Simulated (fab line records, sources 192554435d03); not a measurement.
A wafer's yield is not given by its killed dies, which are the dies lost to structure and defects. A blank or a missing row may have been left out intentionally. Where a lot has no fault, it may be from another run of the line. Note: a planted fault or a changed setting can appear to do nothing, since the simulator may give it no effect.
Matching of chambers / flow n5Finfet / N5_BEOL_M0_SAQP_HM_DEP_111 on pecvd-02: 3 sister chambers
The step deposits SiO2 from SiH4/N2O, target thk 12 nm, time 7.2 s. 20 wafers are shown with their chamber, then 10 later ones without.

WAFERS PAIRED WITH THEIR CHAMBERS
wafer=L078.1; chamber=0; showerheadPlenumPTorr (Torr)=8.06; showerheadVppV (V)=964; rfFwdPowerW (W)=272.2
wafer=L078.4; chamber=0; showerheadPlenumPTorr (Torr)=8.07; showerheadVppV (V)=964; rfFwdPowerW (W)=270.6
wafer=L078.5; chamber=2; showerheadPlenumPTorr (Torr)=8.28; showerheadVppV (V)=1084; rfFwdPowerW (W)=272.0
wafer=L077.1; chamber=0; showerheadPlenumPTorr (Torr)=8.06; showerheadVppV (V)=976; rfFwdPowerW (W)=272.3
wafer=L077.5; chamber=0; showerheadPlenumPTorr (Torr)=8.06; showerheadVppV (V)=975; rfFwdPowerW (W)=273.3
wafer=L077.6; chamber=1; showerheadPlenumPTorr (Torr)=8.28; showerheadVppV (V)=996; rfFwdPowerW (W)=272.1
wafer=L079.2; chamber=2; showerheadPlenumPTorr (Torr)=8.30; showerheadVppV (V)=1098; rfFwdPowerW (W)=273.6
wafer=L079.4; chamber=1; showerheadPlenumPTorr (Torr)=8.27; showerheadVppV (V)=1000; rfFwdPowerW (W)=272.0
wafer=L079.6; chamber=1; showerheadPlenumPTorr (Torr)=8.29; showerheadVppV (V)=1004; rfFwdPowerW (W)=270.7
wafer=L081.1; chamber=0; showerheadPlenumPTorr (Torr)=8.04; showerheadVppV (V)=980; rfFwdPowerW (W)=269.8
wafer=L081.2; chamber=2; showerheadPlenumPTorr (Torr)=8.29; showerheadVppV (V)=1094; rfFwdPowerW (W)=272.9
wafer=L081.5; chamber=2; showerheadPlenumPTorr (Torr)=8.28; showerheadVppV (V)=1082; rfFwdPowerW (W)=273.5
wafer=L082.2; chamber=0; showerheadPlenumPTorr (Torr)=8.07; showerheadVppV (V)=1000; rfFwdPowerW (W)=269.8
wafer=L082.4; chamber=1; showerheadPlenumPTorr (Torr)=8.24; showerheadVppV (V)=991; rfFwdPowerW (W)=270.5
wafer=L082.5; chamber=2; showerheadPlenumPTorr (Torr)=8.28; showerheadVppV (V)=1103; rfFwdPowerW (W)=272.3
wafer=L083.1; chamber=1; showerheadPlenumPTorr (Torr)=8.28; showerheadVppV (V)=1010; rfFwdPowerW (W)=270.1
wafer=L083.2; chamber=0; showerheadPlenumPTorr (Torr)=8.05; showerheadVppV (V)=973; rfFwdPowerW (W)=270.9
wafer=L083.5; chamber=1; showerheadPlenumPTorr (Torr)=8.26; showerheadVppV (V)=1000; rfFwdPowerW (W)=271.9
wafer=L084.1; chamber=2; showerheadPlenumPTorr (Torr)=8.29; showerheadVppV (V)=1081; rfFwdPowerW (W)=274.3
wafer=L084.4; chamber=1; showerheadPlenumPTorr (Torr)=8.28; showerheadVppV (V)=1015; rfFwdPowerW (W)=273.9

SIGNATURES, as means of the wafers listed above
reading=showerheadPlenumPTorr; chamber 0=8.0586; chamber 1=8.2714; chamber 2=8.2867; scatter within a chamber=0.0126
reading=showerheadVppV; chamber 0=976.00; chamber 1=1002.29; chamber 2=1090.33; scatter within a chamber=10.1
reading=rfFwdPowerW; chamber 0=271.271; chamber 1=271.600; chamber 2=273.100; scatter within a chamber=1.21
Rule: a wafer's distance from a chamber is the root of the sum, over the readings, of the square of ((its reading less the chamber's mean) divided by the reading's scatter). The wafer belongs to the nearest chamber; if the next one is less than 2 further off, it can't be placed. The scatter: take each reading less its chamber's mean, square it, sum over the shown wafers, divide by the number of wafers less the number of chambers, and take the root.

WAFERS MISSING THEIR CHAMBER
wafer=L084.5; showerheadPlenumPTorr (Torr)=8.28; showerheadVppV (V)=1103; rfFwdPowerW (W)=272.3
wafer=L090.1; showerheadPlenumPTorr (Torr)=8.30; showerheadVppV (V)=1018; rfFwdPowerW (W)=272.6
wafer=L090.4; showerheadPlenumPTorr (Torr)=8.28; showerheadVppV (V)=1081; rfFwdPowerW (W)=273.6
wafer=L090.5; showerheadPlenumPTorr (Torr)=8.07; showerheadVppV (V)=972; rfFwdPowerW (W)=272.5
wafer=L091.1; showerheadPlenumPTorr (Torr)=8.26; showerheadVppV (V)=1003; rfFwdPowerW (W)=271.4
wafer=L091.4; showerheadPlenumPTorr (Torr)=8.26; showerheadVppV (V)=1017; rfFwdPowerW (W)=272.9
wafer=L091.5; showerheadPlenumPTorr (Torr)=8.04; showerheadVppV (V)=975; rfFwdPowerW (W)=271.4
wafer=L094.1; showerheadPlenumPTorr (Torr)=8.27; showerheadVppV (V)=988; rfFwdPowerW (W)=272.6
wafer=L094.5; showerheadPlenumPTorr (Torr)=8.27; showerheadVppV (V)=1015; rfFwdPowerW (W)=273.5
wafer=L094.6; showerheadPlenumPTorr (Torr)=8.05; showerheadVppV (V)=973; rfFwdPowerW (W)=270.4

EACH ONE'S CHAMBER
wafer=L084.5; from the rows above=2; in truth=2
wafer=L090.1; from the rows above=1; in truth=1
wafer=L090.4; from the rows above=2; in truth=2
wafer=L090.5; from the rows above=0; in truth=0
wafer=L091.1; from the rows above=1; in truth=1
wafer=L091.4; from the rows above=1; in truth=1
wafer=L091.5; from the rows above=0; in truth=0
wafer=L094.1; from the rows above=1; in truth=1
wafer=L094.5; from the rows above=1; in truth=1
wafer=L094.6; from the rows above=0; in truth=0
Correctly placed: 10 of 10. Number that these rows cannot place: 0. Placed wrongly: 0.
